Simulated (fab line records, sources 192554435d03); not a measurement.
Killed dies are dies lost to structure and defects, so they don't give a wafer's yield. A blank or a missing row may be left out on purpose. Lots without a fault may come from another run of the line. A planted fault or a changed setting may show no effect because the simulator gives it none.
fab line records | flow n5_finfet
record lots=9 wafers=25 last_day=17
route steps=1938 shown BEOL_M2@928 BEOL_M3@1001 BEOL_M4@1111 PASSIVATION@1936
lots that met no fault: from a run of the same line without faults
start_h: hours from the record's first day to the start of the lot's first wafer shown | wait_h: hours since the lot's step before | " the same as in the row above | L1.1+2: a row that stands for several wafers | - no value, or no start given | * or withheld: withheld | < > ~ a bound
route shown NAME@n: a module of which the file shows steps, and the number in the route of the first | usual: mean/standard deviation of fault-free wafers | same: alike in all rows | chamber/n: place in a boat | sites: the reading at each site | _std_site: their standard deviation | _edge_site: outer sites' mean less inner sites' | radius_mm: how far each site lies from the wafer's centre | mask NAME#n: copy n | behind: the tool/chamber that last shaped the wafer | hold: why the lot was held/for how many hours/how that ended | device: the transistor (n, p or np) that didn't switch | end of line: the same wafers' tests at the end of the route | a step without rows: its recipe alone | killed: dies lost to structure and defects at the first sort, not the wafer's yield | map: a wafer's dies, x killed, . not, _ none there
set.NAME: the setting as run; set.NAME@STEP: as run at that earlier step | model.NAME: the simulator's own value behind a step, which no gauge read
steps of the route over a sample of lots; a table a step, a row a wafer
services: from which hour (start_h, from the record's first day; less than 0 if before it) a tool's chamber was out of use, for how many hours, and why
## steps
# step N5_BEOL_M2_DEP_57
# recipe material=SiCN target_thk_a=80 temp_c=withheld precursor=3MS/NH3 pressure_torr=3 rf_w=202 time_s=14
# usual showerhead_plenum_p_Torr=3.659/0.011 throttle_valve_pct=8.9/0.47
# columns lot.wafer tool chamber start_h wait_h showerhead_plenum_p_Torr throttle_valve_pct
L924.2 pecvd-04 0 141.44 0.0 3.651 9.0
L924.3 " 1 " " 3.653 8.7
L924.4 " 1 " " 3.655 8.5
L927.3 pecvd-04 0 163.55 0.0 3.653 9.1
L927.5 " 1 " " 3.664 8.5
L927.6 " 0 " " 3.662 8.7
L928.1 pecvd-04 1 168.62 0.0 3.666 8.6
L928.4 " 1 " " 3.662 8.3
L928.5 " 0 " " 3.663 8.8
L934.1 pecvd-04 0 195.91 0.0 3.648 8.9
L934.3 " 2 " " 3.654 8.6
L934.6 " 0 " " 3.658 8.7
L932.1 pecvd-03 0 201.48 0.0 3.666 9.1
L932.3 " 2 " " 3.652 8.5
L932.5 " 2 " " 3.649 8.6
L935.2 pecvd-02 1 212.60 0.0 3.673 9.4
L935.5 " 1 " " 3.677 9.6
L935.6 " 0 " " 3.647 9.5
L944.1 pecvd-04 2 266.53 0.0 3.657 8.4
L944.2 " 1 " " 3.655 8.4
L946.1 pecvd-04 0 281.60 0.0 3.653 8.9
L946.5 " 2 " " 3.665 8.6
L947.1 pecvd-02 0 287.22 0.0 3.642 9.4
L947.3 " 1 " " 3.686 9.8
L947.6 " 1 " " 3.669 9.6
# step N5_BEOL_M3_ANNEAL_87
# recipe temp_c=400 time_s=240 ambient=vacuum
# usual heater_power_w=762/77 susceptor_temp_C=400.00/0.21
# columns lot.wafer tool chamber start_h wait_h heater_power_w susceptor_temp_C
L924.2 pvd_sputter-01 - 153.33 0.0 651 399.67
L924.3 " - " " 780 399.79
L924.4 " - " " 641 399.84
L928.1 pvd_sputter-02 - 180.92 0.0 847 400.27
L928.4 " - " " 832 399.84
L928.5 " - " " 762 399.66
L927.3 pvd_sputter-03 - 181.09 0.0 723 399.70
L927.5 " - " " 718 399.92
L927.6 " - " " 672 399.97
L934.1 pvd_sputter-03 - 204.27 0.0 828 400.04
L934.3 " - " " 671 400.27
L934.6 " - " " 716 400.30
L932.1 pvd_sputter-03 - 209.41 0.0 718 399.99
L932.3 " - " " 645 399.86
L932.5 " - " " 814 399.81
L935.2 pvd_sputter-02 - 221.83 0.0 752 400.46
L935.5 " - " " 785 400.01
L935.6 " - " " 835 399.79
L944.1 pvd_sputter-01 - 281.62 0.0 792 399.87
L944.2 " - " " 629 399.78
L946.1 pvd_sputter-01 - 287.14 0.0 763 399.63
L946.5 " - " " 615 400.04
L947.1 pvd_sputter-02 - 293.40 0.0 831 399.84
L947.3 " - " " 854 400.21
L947.6 " - " " 774 400.02
# step N5_BEOL_M3_SPUTTER_90
# recipe material=Cu target_thk_a=45 temp_c=-20 chamber_pressure_pa=0.07 power_w=withheld time_s=8.29
# usual susceptor_temp_C=-19.99/0.1 throttle_valve_pct=30.3/1.2
# columns lot.wafer tool chamber start_h wait_h susceptor_temp_C throttle_valve_pct
L924.2 pvd_sputter-01 - 153.69 0.1 -20.07 29.3
L924.3 " - " " -19.88 29.9
L924.4 " - " " -20.09 30.1
L928.1 pvd_sputter-02 - 181.28 0.1 -20.03 30.8
L928.4 " - " " -20.15 30.3
L928.5 " - " " -20.06 30.9
L927.3 pvd_sputter-03 - 181.45 0.1 -20.05 30.1
L927.5 " - " " -19.94 28.9
L927.6 " - " " -20.05 32.8
L934.1 pvd_sputter-03 - 204.63 0.1 -19.96 32.0
L934.3 " - " " -19.96 32.5
L934.6 " - " " -20.18 29.2
L932.1 pvd_sputter-03 - 209.77 0.1 -20.06 29.0
L932.3 " - " " -20.07 32.6
L932.5 " - " " -19.91 31.9
L935.2 pvd_sputter-02 - 222.19 0.1 -19.99 30.4
L935.5 " - " " -20.10 28.2
L935.6 " - " " -19.96 30.4
L944.1 pvd_sputter-01 - 281.98 0.1 -19.91 30.1
L944.2 " - " " -20.11 30.2
L946.1 pvd_sputter-01 - 287.50 0.1 -19.97 30.0
L946.5 " - " " -19.95 30.2
L947.1 pvd_sputter-02 - 293.76 0.1 -20.01 30.8
L947.3 " - " " -19.81 30.1
L947.6 " - " " -20.01 28.4
# step N5_BEOL_M3_SPUTTER_96
# recipe material=Cu target_thk_a=45 temp_c=-20 chamber_pressure_pa=0.07 power_w=withheld time_s=8.29
# usual susceptor_temp_C=-20.00/0.11 throttle_valve_pct=30.3/1.2
# columns lot.wafer tool chamber start_h wait_h susceptor_temp_C throttle_valve_pct
L924.2 pvd_sputter-01 - 154.35 0.1 -20.05 29.2
L924.3 " - " " -20.05 29.8
L924.4 " - " " -19.99 30.3
L928.1 pvd_sputter-02 - 181.94 0.1 -20.09 30.6
L928.4 " - " " -19.97 30.2
L928.5 " - " " -20.29 30.4
L927.3 pvd_sputter-03 - 182.11 0.1 -19.94 30.0
L927.5 " - " " -19.96 29.2
L927.6 " - " " -19.91 32.9
L934.1 pvd_sputter-03 - 205.29 0.1 -19.87 32.0
L934.3 " - " " -19.95 33.0
L934.6 " - " " -19.83 29.0
L932.1 pvd_sputter-03 - 210.43 0.1 -19.97 29.0
L932.3 " - " " -20.13 32.6
L932.5 " - " " -19.97 31.9
L935.2 pvd_sputter-02 - 222.85 0.1 -20.11 30.6
L935.5 " - " " -19.79 28.2
L935.6 " - " " -20.08 30.4
L944.1 pvd_sputter-01 - 282.64 0.1 -20.06 30.1
L944.2 " - " " -19.90 30.1
L946.1 pvd_sputter-01 - 288.16 0.1 -19.83 29.9
L946.5 " - " " -20.00 30.0
L947.1 pvd_sputter-02 - 294.42 0.1 -20.00 30.6
L947.3 " - " " -19.92 30.5
L947.6 " - " " -20.15 28.2
# step N5_BEOL_M3_THK_MEAS_53
# recipe thk_meas_gauge=xrf reads=Cu_of_BEOL_M3_ECD_50
# usual M3_THK=40.2/1.3
# columns lot.wafer tool chamber start_h wait_h M3_THK[nm]
L924.2 film_metro-01 - 155.14 - 36.8
L924.3 " - " " 37.9
L924.4 " - " " 41.6
L928.1 film_metro-01 - 182.72 - 40.2
L928.4 " - " " 41.5
L928.5 " - " " 41.2
L927.3 film_metro-01 - 183.00 - 39.6
L927.5 " - " " 42.1
L927.6 " - " " 42.1
L934.1 film_metro-02 - 206.07 - 40.3
L934.3 " - " " 42.3
L934.6 " - " " 41.4
L932.1 film_metro-01 - 211.22 - 38.8
L932.3 " - " " 38.8
L932.5 " - " " 39.9
L935.2 film_metro-01 - 223.64 - 39.1
L935.5 " - " " 40.4
L935.6 " - " " 39.6
L944.1 film_metro-01 - 283.77 - 31.7
L944.2 " - " " 39.4
L946.1 film_metro-02 - 289.05 - 35.7
L946.5 " - " " 37.7
L947.1 film_metro-01 - 295.20 - 40.0
L947.3 " - " " 39.6
L947.6 " - " " 41.9
# step N5_BEOL_M3_RS_MEAS_58
# recipe thk_meas_gauge=four-point-probe reads=Co_of_BEOL_M3_CO_CAP_55+Cu_of_BEOL_M3_ECD_50+Co_of_BEOL_M3_CVD_47+TaN_of_BEOL_M3_ALD_84
# usual M3_RS=0.667/0.028
# columns lot.wafer tool chamber start_h wait_h M3_RS[ohm/sq]
L924.2 film_metro-01 - 155.40 0.1 0.749
L924.3 " - " " 0.719
L924.4 " - " " 0.640
L928.1 film_metro-02 - 182.98 0.0 0.679
L928.4 " - " " 0.649
L928.5 " - " " 0.656
L927.3 film_metro-01 - 183.26 0.1 0.673
L927.5 " - " " 0.625
L927.6 " - " " 0.624
L934.1 film_metro-01 - 206.36 0.1 0.669
L934.3 " - " " 0.626
L934.6 " - " " 0.647
L932.1 film_metro-02 - 211.48 0.0 0.691
L932.3 " - " " 0.697
L932.5 " - " " 0.665
L935.2 film_metro-01 - 223.98 0.1 0.688
L935.5 " - " " 0.658
L935.6 " - " " 0.673
L944.1 film_metro-02 - 284.03 0.0 0.896
L944.2 " - " " 0.673
L946.1 film_metro-02 - 289.31 0.0 0.778
L946.5 " - " " 0.720
L947.1 film_metro-02 - 295.47 0.0 0.669
L947.3 " - " " 0.680
L947.6 " - " " 0.632
# step N5_BEOL_M4_RC_MEAS_101
# usual DIBL_N=36.5/1.4 DIBL_P=36.6/1.6 IOFF_N=0.160/0.024 IOFF_P=0.217/0.029 ION_N=674/8.7 ION_P=464/6.5 SERP_M3=190/12 SERP_M3_max_site=202/13 SS_N=71.6/0.47 SS_P=73.4/0.57 VT_N=250.0/2.5 VT_P=-250/3.1
# columns lot.wafer tool chamber start_h wait_h DIBL_N[mV/V] DIBL_P[mV/V] IOFF_N[nA/um] IOFF_P[nA/um] ION_N[uA/um] ION_P[uA/um] SERP_M3[ohm/um] SERP_M3_max_site[ohm/um] SS_N[mV/dec] SS_P[mV/dec] VT_N[mV] VT_P[mV]
L924.2 prober-02 0 167.21 0.2 38.0 37.7 0.172 0.236 676 466 194 209 71.7 72.8 250.4 -248
L924.3 " 0 " " 39.3 38.8 0.190 0.250 676 466 181 184 72.2 73.7 247.5 -247
L924.4 " 0 " " 36.9 36.6 0.149 0.218 673 468 172 183 71.5 73.6 252.5 -250
L927.3 prober-02 0 193.68 0.3 34.9 35.5 0.155 0.228 680 471 186 203 71.6 73.5 249.3 -249
L927.5 " 0 " " 33.5 33.6 0.128 0.191 667 466 188 200 71.3 72.9 252.2 -252
L927.6 " 0 " " 35.1 36.0 0.159 0.224 687 471 175 177 72.0 73.1 249.7 -247
L928.1 prober-01 0 195.34 0.0 37.1 37.2 0.180 0.253 687 474 193 199 71.6 73.5 247.7 -247
L928.4 " 0 " " 36.6 36.7 0.178 0.256 675 468 193 201 71.7 72.6 247.2 -246
L928.5 " 0 " " 36.3 36.3 0.169 0.241 684 475 185 216 71.6 73.6 244.9 -245
L934.1 prober-02 0 218.91 0.2 38.4 37.1 0.194 0.234 675 462 185 197 71.9 73.4 245.2 -250
L934.3 " 0 " " 37.3 36.7 0.182 0.243 687 467 189 197 71.9 74.1 248.5 -250
L934.6 " 0 " " 37.9 36.9 0.184 0.232 680 469 196 208 71.9 73.7 245.5 -251
L932.1 prober-01 0 227.21 0.0 36.3 37.3 0.169 0.261 678 474 179 195 71.1 74.2 248.6 -245
L932.3 " 0 " " 37.1 37.9 0.187 0.267 673 474 198 208 72.0 73.4 245.1 -243
L932.5 " 0 " " 36.9 37.7 0.176 0.256 689 474 184 191 71.9 73.4 248.4 -244
L935.2 prober-02 0 242.14 0.2 39.2 39.4 0.188 0.213 679 461 199 212 72.3 74.0 248.0 -251
L935.5 " 0 " " 40.3 40.9 0.209 0.247 668 456 204 210 72.9 75.4 247.4 -249
L935.6 " 0 " " 38.9 39.0 0.170 0.197 674 455 191 206 72.2 74.6 250.9 -254
L944.1 prober-01 0 294.50 0.0 36.0 36.0 0.152 0.212 674 466 259 270 71.5 72.5 253.1 -250
L944.2 " 0 " " 35.5 34.9 0.131 0.190 667 456 206 223 71.3 72.5 253.4 -251
L946.1 prober-01 0 301.14 0.0 35.8 38.6 0.164 0.217 677 454 219 240 71.6 73.5 248.1 -249
L946.5 " 0 " " 35.5 38.1 0.153 0.204 680 462 196 212 71.6 73.2 251.5 -252
L947.1 prober-02 0 304.14 0.0 37.0 36.3 0.169 0.218 677 459 197 211 72.2 72.9 249.2 -251
L947.3 " 0 " " 36.4 36.3 0.166 0.213 682 464 183 199 71.4 74.0 247.6 -252
L947.6 " 0 " " 36.7 36.4 0.173 0.222 680 464 189 197 72.0 73.8 247.2 -249
# sites SERP_M3 radius_mm=0,75,75,75,75,140,140,140,140
L924.2 195 203 194 209 203 183 191 183 181
L927.3 190 186 188 196 203 181 186 182 175
L928.1 186 196 197 199 189 192 193 195 175
L934.1 183 181 185 188 197 195 183 179 188
L932.1 165 178 173 175 179 195 180 195 187
L935.2 210 212 199 200 208 192 190 187 198
L944.1 253 255 250 260 259 265 260 270 251
L946.1 226 240 219 222 218 219 221 219 211
L947.1 192 208 207 211 204 176 189 197 193
# step N5_PASSIVATION_PROBE_49
# usual defect_limited_yield=91.2/1.4 killed_at_M0_to_M3=34/9.4 killed_at_M4_up=13/5.8 killed_at_contacts=13/6.4 killed_at_front_end=41/11 killed_at_other=3.1/2.3 killed_dies=103/16 killed_open=69/12 killed_short=33/7.8 sort_bin_5_function=5.1/0.91 sort_bin_6_memory=3.3/0.63 sort_bin_8_speed=0/0 sort_n_pass=1077/16 sort_yield_pct=91.2/1.4
# same gross_dies=1180 killed_at_back_side=0 sort_bin_4_leakage[%]=0
# columns lot.wafer tool chamber start_h wait_h defect_limited_yield[%] killed_at_M0_to_M3 killed_at_M4_up killed_at_contacts killed_at_front_end killed_at_other killed_dies killed_open killed_short sort_bin_5_function[%] sort_bin_6_memory[%] sort_bin_8_speed[%] sort_n_pass sort_yield_pct[%]
L924.2 prober-01 - 270.42 0.1 90.3 22 8 32 49 3 114 76 36 6.5 3.0 0 1066 90.3
L924.3 prober-01 - 270.47 0.1 92.0 27 15 17 33 2 94 54 38 4.2 3.3 0 1086 92.0
L924.4 prober-01 - 270.52 0.2 91.9 19 17 22 30 7 95 65 29 4.7 2.9 0 1085 91.9
L928.1 prober-02 - 295.14 0.0 89.9 31 21 9 53 5 119 81 37 6.2 3.7 0 1061 89.9
L928.4 prober-02 - 295.29 0.2 91.1 22 13 22 45 3 105 62 43 4.9 3.6 0 1075 91.1
L928.5 prober-02 - 295.34 0.2 93.2 23 13 10 33 1 80 52 27 3.7 2.8 0 1100 93.2
L934.1 prober-02 - 310.62 0.0 92.4 30 14 10 36 0 90 53 33 4.5 2.9 0 1090 92.4
L934.3 prober-02 - 310.72 0.1 92.9 28 18 14 22 2 84 55 27 4.1 2.9 0 1096 92.9
L934.6 prober-02 - 310.87 0.3 89.2 40 23 19 41 5 128 88 40 6.8 3.6 0 1052 89.2
L932.1 prober-01 - 320.35 0.0 89.9 35 6 15 55 8 119 89 30 5.8 4.2 0 1061 89.9
L932.3 prober-01 - 320.45 0.1 90.6 45 5 6 52 3 111 79 32 5.5 3.4 0 1069 90.6
L932.5 prober-01 - 320.55 0.2 92.3 37 7 13 33 1 91 70 20 4.7 3.0 0 1089 92.3
L935.2 prober-01 - 343.46 0.1 91.9 28 12 8 45 2 95 59 35 5.1 2.7 0 1085 91.9
L935.5 prober-01 - 343.61 0.2 92.4 25 12 12 40 1 90 58 30 4.9 2.2 0 1090 92.4
L935.6 prober-01 - 343.66 0.3 94.2 10 11 9 38 0 68 42 26 3.6 1.6 0 1112 94.2
L944.1 prober-02 - 386.68 0.0 89.9 49 7 15 47 1 119 70 42 5.9 3.3 0.08 1061 89.9
L944.2 prober-02 - 386.73 0.1 91.6 32 16 12 37 2 99 71 25 5.0 3.2 0 1081 91.6
L946.1 prober-01 - 400.81 0.0 91.4 31 12 19 39 0 101 68 32 4.6 3.6 0 1079 91.4
L946.5 prober-01 - 401.01 0.2 91.5 29 16 19 30 6 100 70 30 5.8 2.5 0 1080 91.5
L947.1 prober-01 - 411.76 0.0 90.2 36 15 23 38 4 116 86 27 5.8 3.6 0 1064 90.2
L947.3 prober-01 - 411.86 0.1 93.5 27 9 10 28 3 77 54 22 4.2 2.0 0 1103 93.5
L947.6 prober-01 - 412.01 0.3 91.4 23 20 7 51 0 101 60 38 5.3 2.8 0 1079 91.4
# killed by level:class
L924.2 MOL_CONTACT_COAG:geometric_particle:open=24 MOL_CONTACT_COAG:geometric_particle:short=8 DUMMY_GATE:geometric_particle:open=7 BEOL_M1:geometric_particle:open=7 FIN_SAQP:geometric_particle:open=6 STI_FIN_REVEAL:geometric_particle:open=5 GATE_CUT:geometric_particle:short=5 GATE_CUT:geometric_particle:open=5
L924.3 MOL_CONTACT_COAG:geometric_particle:open=11 STI_FIN_REVEAL:geometric_particle:open=7 BEOL_M1:geometric_particle:open=7 MOL_CONTACT_COAG:geometric_particle:short=6 STARTING-WAFER:geometric_particle:short=6 GATE_CUT:geometric_particle:short=5 BEOL_M2:geometric_particle:open=5 BEOL_M4:geometric_particle:open=5
L924.4 MOL_CONTACT_COAG:geometric_particle:open=20 STI_FIN_REVEAL:geometric_particle:open=7 BEOL_M4:geometric_particle:open=7 BEOL_M2:geometric_particle:open=6 BEOL_M3:geometric_particle:open=5 STARTING-WAFER:geometric_particle:short=4 BEOL_M4:geometric_particle:short=4 BEOL_M5:geometric_particle:open=4
L928.1 STI_FIN_REVEAL:geometric_particle:open=18 FIN_SAQP:geometric_particle:open=9 MOL_CONTACT_COAG:geometric_particle:open=9 BEOL_M2:geometric_particle:short=8 BEOL_M4:geometric_particle:open=8 GATE_CUT:geometric_particle:short=7 BEOL_M2:geometric_particle:open=6 DUMMY_GATE:geometric_particle:open=5
L928.4 MOL_CONTACT_COAG:geometric_particle:open=19 FIN_SAQP:geometric_particle:short=15 FIN_SAQP:geometric_particle:open=12 BEOL_M5:geometric_particle:open=7 STI_FIN_REVEAL:geometric_particle:open=6 GATE_CUT:geometric_particle:short=6 BEOL_M2:geometric_particle:open=5 BEOL_M1:geometric_particle:open=4
L928.5 FIN_SAQP:geometric_particle:open=10 MOL_CONTACT_COAG:geometric_particle:open=9 BEOL_M0_SAQP:geometric_particle:short=7 FIN_SAQP:geometric_particle:short=6 BEOL_M0_SAQP:geometric_particle:open=6 BEOL_M2:geometric_particle:open=5 STARTING-WAFER:geometric_particle:short=5 STI_FIN_REVEAL:geometric_particle:open=4
L934.1 MOL_CONTACT_COAG:geometric_particle:open=9 FIN_SAQP:geometric_particle:open=8 BEOL_M0_SAQP:geometric_particle:open=8 BEOL_M0_SAQP:geometric_particle:short=7 GATE_CUT:geometric_particle:short=6 BEOL_M4:geometric_particle:open=6 GATE_CUT:geometric_particle:open=5 BEOL_M4:geometric_particle:short=5
L934.3 BEOL_M0_SAQP:geometric_particle:open=12 MOL_CONTACT_COAG:geometric_particle:open=11 BEOL_M4:geometric_particle:open=9 BEOL_M0_SAQP:geometric_particle:short=7 FIN_SAQP:geometric_particle:short=6 GATE_CUT:geometric_particle:short=4 MOL_CONTACT_COAG:geometric_particle:short=3 BEOL_M0:geometric_particle:open=3
L934.6 MOL_CONTACT_COAG:geometric_particle:open=17 BEOL_M0_SAQP:geometric_particle:short=15 BEOL_M4:geometric_particle:open=11 STI_FIN_REVEAL:geometric_particle:open=10 GATE_CUT:geometric_particle:short=7 BEOL_M0_SAQP:geometric_particle:open=7 BEOL_M1:geometric_particle:open=7 BEOL_M0:geometric_particle:open=5
L932.1 FIN_SAQP:geometric_particle:open=15 MOL_CONTACT_COAG:geometric_particle:open=11 BEOL_M2:geometric_particle:open=11 STI_FIN_REVEAL:geometric_particle:open=9 DUMMY_GATE:geometric_particle:open=8 BEOL_M0_SAQP:geometric_particle:open=8 FIN_SAQP:geometric_particle:short=7 GATE_CUT:geometric_particle:short=5
L932.3 BEOL_M1:geometric_particle:open=12 FIN_SAQP:geometric_particle:short=11 STI_FIN_REVEAL:geometric_particle:open=11 BEOL_M2:geometric_particle:open=11 FIN_SAQP:geometric_particle:open=10 BEOL_M0_SAQP:geometric_particle:open=7 BEOL_M0_SAQP:geometric_particle:short=5 MOL_CONTACT_COAG:geometric_particle:open=5
L932.5 MOL_CONTACT_COAG:geometric_particle:open=11 BEOL_M2:geometric_particle:open=11 STI_FIN_REVEAL:geometric_particle:open=10 FIN_SAQP:geometric_particle:open=6 BEOL_M0_SAQP:geometric_particle:open=6 BEOL_M1:geometric_particle:open=6 BEOL_M3:geometric_particle:open=4 GATE_CUT:geometric_particle:open=4
L935.2 BEOL_M2:geometric_particle:open=14 STI_FIN_REVEAL:geometric_particle:open=12 FIN_SAQP:geometric_particle:short=11 GATE_CUT:geometric_particle:short=6 MOL_CONTACT_COAG:geometric_particle:open=6 FIN_SAQP:geometric_particle:open=5 BEOL_M0_SAQP:geometric_particle:short=5 BEOL_M0_SAQP:geometric_particle:open=5
L935.5 MOL_CONTACT_COAG:geometric_particle:open=8 FIN_SAQP:geometric_particle:short=7 STI_FIN_REVEAL:geometric_particle:open=7 BEOL_M2:geometric_particle:open=7 FIN_SAQP:geometric_particle:open=6 BEOL_M0_SAQP:geometric_particle:short=6 SPACER0:geometric_particle:open=4 MOL_CONTACT_COAG:geometric_particle:short=4
L935.6 FIN_SAQP:geometric_particle:short=10 STI_FIN_REVEAL:geometric_particle:open=7 MOL_CONTACT_COAG:geometric_particle:open=7 FIN_SAQP:geometric_particle:open=6 BEOL_M0_SAQP:geometric_particle:short=6 GATE_CUT:geometric_particle:open=4 BEOL_M4:geometric_particle:open=4 STARTING-WAFER:geometric_particle:open=3
L944.1 FIN_SAQP:geometric_particle:open=11 MOL_CONTACT_COAG:geometric_particle:open=11 BEOL_M3:geometric_particle:open=11 BEOL_M0_SAQP:geometric_particle:short=9 STI_FIN_REVEAL:geometric_particle:open=7 BEOL_M0_SAQP:geometric_particle:open=7 FIN_SAQP:geometric_particle:short=6 BEOL_M2:geometric_particle:open=6
L944.2 BEOL_M3:geometric_particle:open=15 MOL_CONTACT_COAG:geometric_particle:open=11 FIN_SAQP:geometric_particle:open=8 GATE_CUT:geometric_particle:open=8 STI_FIN_REVEAL:geometric_particle:open=7 BEOL_M7:geometric_particle:open=4 BEOL_M3:geometric_particle:short=4 GATE_CUT:geometric_particle:short=4
L946.1 MOL_CONTACT_COAG:geometric_particle:open=14 FIN_SAQP:geometric_particle:open=11 BEOL_M4:geometric_particle:open=10 FIN_SAQP:geometric_particle:short=9 STI_FIN_REVEAL:geometric_particle:open=8 BEOL_M2:geometric_particle:open=8 BEOL_M0_SAQP:geometric_particle:open=6 BEOL_M3:geometric_particle:open=6
L946.5 MOL_CONTACT_COAG:geometric_particle:open=18 BEOL_M4:geometric_particle:open=10 FIN_SAQP:geometric_particle:open=8 BEOL_M3:geometric_particle:open=8 STI_FIN_REVEAL:geometric_particle:open=7 BEOL_M0_SAQP:geometric_particle:short=7 FIN_SAQP:geometric_particle:short=4 BEOL_M0_SAQP:geometric_particle:open=4
L947.1 MOL_CONTACT_COAG:geometric_particle:open=21 BEOL_M1:geometric_particle:open=10 BEOL_M2:geometric_particle:open=9 BEOL_M3:geometric_particle:open=7 GATE_CUT:geometric_particle:short=6 FIN_SAQP:geometric_particle:short=4 STI_FIN_REVEAL:geometric_particle:open=4 GATE_CUT:geometric_particle:open=4
L947.3 BEOL_M1:geometric_particle:open=10 MOL_CONTACT_COAG:geometric_particle:open=8 FIN_SAQP:geometric_particle:short=6 BEOL_M0_SAQP:geometric_particle:open=6 FIN_SAQP:geometric_particle:open=4 GATE_CUT:geometric_particle:open=4 STARTING-WAFER:geometric_particle:open=4 BEOL_M1:geometric_particle:short=3
L947.6 FIN_SAQP:geometric_particle:short=14 FIN_SAQP:geometric_particle:open=10 MOL_CONTACT_COAG:geometric_particle:open=6 BEOL_M0_SAQP:geometric_particle:short=6 BEOL_M2:geometric_particle:open=6 BEOL_M6:geometric_particle:open=5 STI_FIN_REVEAL:geometric_particle:open=4 ILD0:geometric_particle:short=4
## services
# columns tool chamber start_h hours kind
pecvd-02 2 130.08 5.5 scheduled_down
pecvd-04 - 147.46 1.8 repair
pvd_sputter-03 - 168.44 10.5 repair
pecvd-03 1 182.27 23.1 repair
pecvd-04 1 199.92 5.5 scheduled_down
pecvd-02 2 202.38 - clean
pecvd-02 2 202.38 - consumable_replace:showerhead
pecvd-02 2 202.38 29.0 scheduled_down
pecvd-02 2 202.38 29.0 vent_cycle
pecvd-03 - 204.38 14.6 pm
pecvd-02 0 222.07 5.5 scheduled_down
pecvd-02 - 227.83 0.8 repair
pecvd-04 2 239.49 10.0 repair
pecvd-04 2 249.51 2.1 scheduled_down
pecvd-03 2 250.98 2.1 scheduled_down
pecvd-02 1 254.31 5.5 scheduled_down
pecvd-03 - 275.77 0.4 repair
pecvd-03 - 280.65 5.5 pm
## key
first_sign step=N5_BEOL_M3_THK_MEAS_53 reading=M3_THK direction=down sigmas=4 usual=40.2 struck=35.0
effect step=N5_BEOL_M3_RS_MEAS_58 reading=M3_RS direction=up sigmas=4.6 usual=0.667 struck=0.798
effect step=N5_BEOL_M4_RC_MEAS_101 reading=SERP_M3 direction=up sigmas=3 usual=190 struck=225 wafers_moved=2
effect step=N5_BEOL_M4_RC_MEAS_101 reading=SERP_M3_max_site direction=up sigmas=3 usual=202 struck=241 wafers_moved=2
met_at N5_BEOL_M2_DEP_57
struck_lots L944,L946
struck_wafers L944.1,L946.1,L946.5
not_acting_at N5_BEOL_M3_ANNEAL_87,N5_BEOL_M3_SPUTTER_90,N5_BEOL_M3_SPUTTER_96
onset_between 195.91 266.53
fault kind=process_parameter_drift tool=pecvd-04 chamber=- onset_h=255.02 steps=N5_BEOL_M2_DEP_57 channel=time_s offset=* shape=step end_h=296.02 scope=struck_wafers_only acts_in=* stated=*
